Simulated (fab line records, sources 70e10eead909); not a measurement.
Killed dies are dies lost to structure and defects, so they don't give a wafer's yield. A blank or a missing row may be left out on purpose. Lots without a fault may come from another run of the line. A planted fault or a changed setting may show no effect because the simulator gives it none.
Which tool did it? | flow nand_harc | 12 lots, 36 wafers sampled, at 2 steps of a route of 1302

WHAT THE GAUGES READ, wafer by wafer
NHARC_A_ONON_D1_THK_MEAS_21: measures by ellipsometry.
lot  | measured     | on            | thk_nm (nm)
L074 | day 8 06:52  | film_metro-02 | 1007 1008 1007
L077 | day 9 08:17  | film_metro-02 | 989 990 989
L079 | day 10 07:01 | film_metro-01 | 1002 1003 1004
L081 | day 10 22:22 | film_metro-01 | 1004 1003 1000
L083 | day 11 17:07 | film_metro-01 | 993 991 991
L085 | day 12 20:52 | film_metro-01 | 999 998 999
L086 | day 13 11:43 | film_metro-02 | 1005 1006 1005
L089 | day 14 05:50 | film_metro-02 | 998 997 999
L091 | day 15 06:33 | film_metro-01 | 1004 1005 1006
L093 | day 15 21:31 | film_metro-01 | 998 999 997
L095 | day 16 18:02 | film_metro-01 | 1005 1006 1004
L097 | day 17 13:47 | film_metro-01 | 1012 1012 1013

WHICH TOOL RAN EACH LOT (tool, then ch and the chambers of the sampled wafers, then the start)
lot  | NHARC_P_BONDPAD_ANNEAL_28
L074 | rtp_anneal-02 ch 0, day 6 20:57
L077 | rtp_anneal-01 ch 0, day 7 20:28
L079 | rtp_anneal-01 ch 0, day 8 17:55
L081 | rtp_anneal-02 ch 0, day 9 10:56
L083 | rtp_anneal-02 ch 0, day 10 06:49
L085 | rtp_anneal-02 ch 0, day 11 05:22
L086 | rtp_anneal-02 ch 0, day 12 02:05
L089 | rtp_anneal-02 ch 0, day 12 16:26
L091 | rtp_anneal-01 ch 0, day 13 17:31
L093 | rtp_anneal-01 ch 0, day 14 10:26
L095 | rtp_anneal-01 ch 0, day 15 05:49
L097 | rtp_anneal-02 ch 0, day 16 03:48
- NHARC_P_BONDPAD_ANNEAL_28: time 90 s.

THE ANSWER, worked out from the rows above alone
Rule: what is usual is taken from the lots themselves. Put in order of their means at a reading, lots are off if they are a third of the lots or fewer, leave a main group of 4 or more, and stand apart from it by a gap of 3 or more times the standard deviation of the main group's means; of several such gaps the widest counts. A main group whose means are all the same, to the digits that the tables above print for the reading, isn't used. A lot without any number at a reading at which 4 lots or more have one is off too. The other lots that the step has rows for count as sound.
No lot is off at any reading shown: from this, nothing can be told.

WHAT THE SIMULATOR HAD PUT IN
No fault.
